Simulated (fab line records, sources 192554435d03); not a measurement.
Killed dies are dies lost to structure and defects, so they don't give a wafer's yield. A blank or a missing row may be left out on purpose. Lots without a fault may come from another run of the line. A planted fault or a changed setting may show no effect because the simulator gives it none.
A struck lot beside a sound one | flow n5_finfet | 14 steps out of a route of 1938
Sound: wafers L557.3, L557.5, L557.6. Struck: wafers L549.2, L549.3, L549.4. The cause comes at the end.
At each step with rows: each side's tool, then ch and its chambers, then its first start. Under that, the readings that differ: sound wafers | struck wafers | difference of the means | sigmas: that difference in standard deviations of wafers without a fault.
alike: readings whose means differ by less than 2 such deviations, and words and numbers that are the same on both sides. not compared: withheld readings, readings that some wafer has no value for, bounds like >300 that may hide the same value, and numbers for which the record gives no deviation and whose values overlap.
The two part at a step that has a row with sigmas, a row that says differs or no value, or rows on one side only. Numbers that don't overlap but have no deviation are shown without sigmas and don't part them. A reading that every wafer of one side lacks parts them only if that side has two wafers or more.

N5_BEOL_M13_VIA_ETCH_16: etches SiOC in C4F8/O2/Ar, target depth 921.7 nm.
  sound on rie_diel-03 ch 0,1,2, day 15 22:23; struck on rie_diel-04 ch 2,3, day 12 19:02
  alike: drypump_motor_current_A, oes_product_au, rf_vpp_V, showerhead_plenum_p_Torr, throttle_valve_pct
N5_BEOL_M13_STRIP_63: strips in N2/H2.
  sound on plasma_asher-01 ch 0,1, day 15 22:38; struck on plasma_asher-01 ch 0,1, day 12 19:17
  reading                      | sound          | struck         | difference | sigmas
  strip_time_to_endpoint_s (s) | 26.9 26.9 25.8 | 29.1 29.6 27.7 | +2.3       | +2
  alike: drypump_motor_current_A, heater_power_w, oes_product_au
  not compared: rf_hours_counter_h
N5_BEOL_M13_STRIP_64: strips in N2/H2.
  sound on plasma_asher-01 ch 0,1, day 15 22:41; struck on plasma_asher-01 ch 0,1, day 12 19:20
  alike: drypump_motor_current_A, heater_power_w, oes_product_au, strip_time_to_endpoint_s
  not compared: rf_hours_counter_h
then, 2 steps without rows for these wafers: N5_BEOL_M13_STRIP_71 (strips in post etch residue remover, time 60 s); N5_BEOL_M13_SRD_72 (time 30 s, dry time 30 s).
N5_BEOL_M13_CD_MEAS_17: target cd 190 nm.
  sound on cd_sem-03, day 15 22:49; struck on cd_sem-02, day 12 19:29
  alike: cd_nm
then, 6 steps without rows for these wafers: N5_BEOL_M13_COAT_65 (time 60 s, resist thk 350 nm); N5_BEOL_M13_COAT_66 (time 60 s, resist thk 110 nm); N5_BEOL_M13_COAT_22 (resist thk 300 nm); N5_BEOL_M13_EBR_24; N5_BEOL_M13_SOFTBAKE_23 (time 60 s); N5_BEOL_M13_EXPOSE_25 (exposes mask M13, target cd 210 nm).
N5_BEOL_M13_PEB_26: peb time 90 s.
  sound on litho_track-02 ch 0, day 15 23:02; struck on litho_track-03, day 12 19:49
  no value came back on the struck wafers for chill_plate_temp_C (C), exhaust_pa (Pa), heater_power_total_W (W), peb_time_s (s); on the sound wafers chill_plate_temp_C (C) reads 23.07 23.15 23.07
then, 1 step without rows for these wafers: N5_BEOL_M13_DEVELOP_27 (develop time 45 s).

WHERE THEY PART
First at N5_BEOL_M13_STRIP_63; last, within this record, at N5_BEOL_M13_PEB_26.

WHY: what the simulator had put in
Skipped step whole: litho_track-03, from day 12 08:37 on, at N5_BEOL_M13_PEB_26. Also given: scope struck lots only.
